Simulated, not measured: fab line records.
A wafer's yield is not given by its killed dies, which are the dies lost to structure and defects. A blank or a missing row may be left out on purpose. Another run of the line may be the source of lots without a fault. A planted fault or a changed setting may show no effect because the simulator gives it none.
A struck lot beside a sound one / flow n5 finfet / 39 steps out of a route of 1938
Sound: the wafers L965.2, L965.5, L965.6. Struck: wafer L962.3 (left out: L962.5, L962.6 of the same lot, which were not struck); the cause appears at the end.
Each step with rows lists, per side, the tool, then ch with its chambers, then its first start. Under that, the readings that differ: sound wafers / struck wafers / difference of the means / sigmas: that difference in standard deviations of wafers without a fault.
alike: words and numbers the same on both sides, and readings whose means are apart by under 2 such deviations; not compared: readings that were withheld, readings missing a value for some wafer, numbers with overlapping values and no deviation given by the record, and bounds like >300 which may hide the same value.
A row with sigmas, a row that says differs or no value, or rows on one side alone: a step with any of these is where the two part. Numbers that have no deviation but don't overlap get no sigmas and don't part them. Lack of a reading on every wafer of one side parts them only where that side has two or more wafers.

first, 9 steps without rows for these wafers: N5_BEOL_M1_COAT_22 (resist thk 30 nm); N5_BEOL_M1_EBR_24; N5_BEOL_M1_SOFTBAKE_23 (time 60 s); N5_BEOL_M1_EXPOSE_25 (exposes mask V0, defocus 5 nm, target cd 24 nm); N5_BEOL_M1_PEB_26 (peb time 60 s); N5_BEOL_M1_DEVELOP_27 (develop time 30 s); N5_BEOL_M1_DESCUM_33 (chemistry O2, time 7 s); N5_BEOL_M1_ETCH_77 (etches underlayer in N2/H2, target depth 6.5 nm, time 5.2 s); N5_BEOL_M1_ETCH_69 (etches SiARC in CF4, target depth 15.6 nm, time 26 s).
N5_BEOL_M1_ALD_98: deposits SiO2, target thk 2.5 nm, pulse time 1 s, co reactant pulse time 1 s.
  sound on ald sin-01 ch 2,3, day 9 19:44; struck on ald sin-03 ch 1, day 9 05:58
reading=ald cycles; sound=17 17 17; struck=28; difference=+11; sigmas=
reading=model.SiO2_of_BEOL_M1_ALD_98.thk nm (nm); sound=2.6 2.6 2.6; struck=4.2; difference=+1.6; sigmas=
  alike: heater power w, precursor pulse height rel
then, 4 steps without rows for these wafers: N5_BEOL_M1_ETCHBACK_99 (etches SiO2 in CHF3, target depth 5 nm, time 10.4 s); N5_BEOL_M1_ETCH_70 (etches SOC in N2/H2, target depth 80 nm, overetch 16 nm, time 120 s); N5_BEOL_M1_STRIP_71 (strips in N2/H2); N5_BEOL_M1_STRIP_78 (strips in N2/H2).
N5_BEOL_M1_VIA_ETCH_34: etches the open film in C4F6/O2, target depth 67.8 nm, time 64.4 s.
  sound on rie diel-02 ch 2,3, day 9 20:18; struck on rie diel-02 ch 3, day 9 06:13
reading=mfc ar sccm (sccm); sound=299.3 298.3 299.7; struck=301.5; difference=+2.4; sigmas=+3
reading=model.BEOL_M1.cd nm (nm); sound=18 17.6 18.6; struck=14; difference=-4; sigmas=
  alike: C4F6_flow_sccm, chamber pressure mTorr, drypump motor current A, oes product au, rf vpp V, showerhead plenum p Torr, throttle valve pct
  not compared: rf hours counter h
then, 22 steps without rows for these wafers: N5_BEOL_M1_STRIP_83 (strips in C4F6/O2); N5_BEOL_M1_STRIP_36 (strips in N2/H2); N5_BEOL_M1_TRENCH_ETCH_37 (etches SiOC in C4F6/O2, target depth 55.207 nm, time 29 s); N5_BEOL_M1_ETCH_41 (etches SiCN in CH3F/O2, target depth 31.9 nm, time 57.8 s); N5_BEOL_M1_STRIP_97 (strips in N2/H2, time 10 s); N5_BEOL_M1_HM_STRIP_39 (strips TiN in peroxide tin strip, target depth 25 nm, time 158 s); N5_BEOL_M1_SRD_40 (time 30 s); N5_BEOL_M1_PRECLEAN_42 (cleans in residue remover, time 60 s); N5_BEOL_M1_SRD_43 (time 30 s); N5_BEOL_M1_DEGAS_44 (time 60 s); N5_BEOL_M1_PRE_CLEAN_45 (time 30 s); N5_BEOL_M1_ALD_84 (deposits TaN, pulse time 2 s, purge time 3 s, co reactant purge time 2 s); N5_BEOL_M1_SURFACE_TREAT_85; N5_BEOL_M1_CVD_47 (deposits Co from CCTBA/H2, target thk 3 nm, time 223.8 s); N5_BEOL_M1_SPUTTER_48 (material Cu, target thk 4.5 nm, time 8.29 s); N5_BEOL_M1_ANNEAL_49 (time 240 s); N5_BEOL_M1_SPUTTER_79 (material Cu, target thk 4.5 nm, time 8.29 s); N5_BEOL_M1_ANNEAL_80 (time 240 s); N5_BEOL_M1_SPUTTER_81 (material Cu, target thk 4.5 nm, time 8.29 s); N5_BEOL_M1_ANNEAL_82 (time 240 s); N5_BEOL_M1_SPUTTER_86 (material Cu, target thk 4.5 nm, time 8.29 s); N5_BEOL_M1_ANNEAL_87 (time 240 s).
N5_BEOL_M4_RC_MEAS_101:
  the record has rows for the sound wafers here (prober-02 ch 0, day 11 08:01) and none for the struck ones
-- record jumps: 7 days separate the struck wafers' starts on either side; left off in module BEOL_M4, taken up again in module PASSIVATION, whose first shown step is the route's number 1936 --
N5_PASSIVATION_PROBE_49:
  sound on prober-01 at day 15 22:53; struck on prober-01 at day 16 02:13
reading=defect limited yield (%); sound=90.1 94.1 92.3; struck=40.8; difference=-51.4; sigmas=-37
reading=killed_at_M0_to_M3; sound=36 30 24; struck=638; difference=+608; sigmas=+55
reading=killed dies; sound=117 70 91; struck=699; difference=+606; sigmas=+36
reading=killed on rim; sound=15 8 13; struck=36; difference=+24; sigmas=+6
reading=sort_bin_5_function (%); sound=5.4 4.1 4.2; struck=55.5; difference=+50.9; sigmas=+54
reading=sort n pass; sound=1063 1110 1089; struck=481; difference=-606; sigmas=-36
reading=sort yield pct (%); sound=90.1 94.1 92.3; struck=40.8; difference=-51.4; sigmas=-37
  alike: killed_at_M4_up, killed at contacts, killed at front end, killed at other, killed open, killed short, sort_bin_6_memory, sort_bin_8_speed

## WHERE THEY PART
Last at N5_PASSIVATION_PROBE_49 as far as this record goes, first at N5_BEOL_M1_VIA_ETCH_34.

WHY: what the simulator had put in
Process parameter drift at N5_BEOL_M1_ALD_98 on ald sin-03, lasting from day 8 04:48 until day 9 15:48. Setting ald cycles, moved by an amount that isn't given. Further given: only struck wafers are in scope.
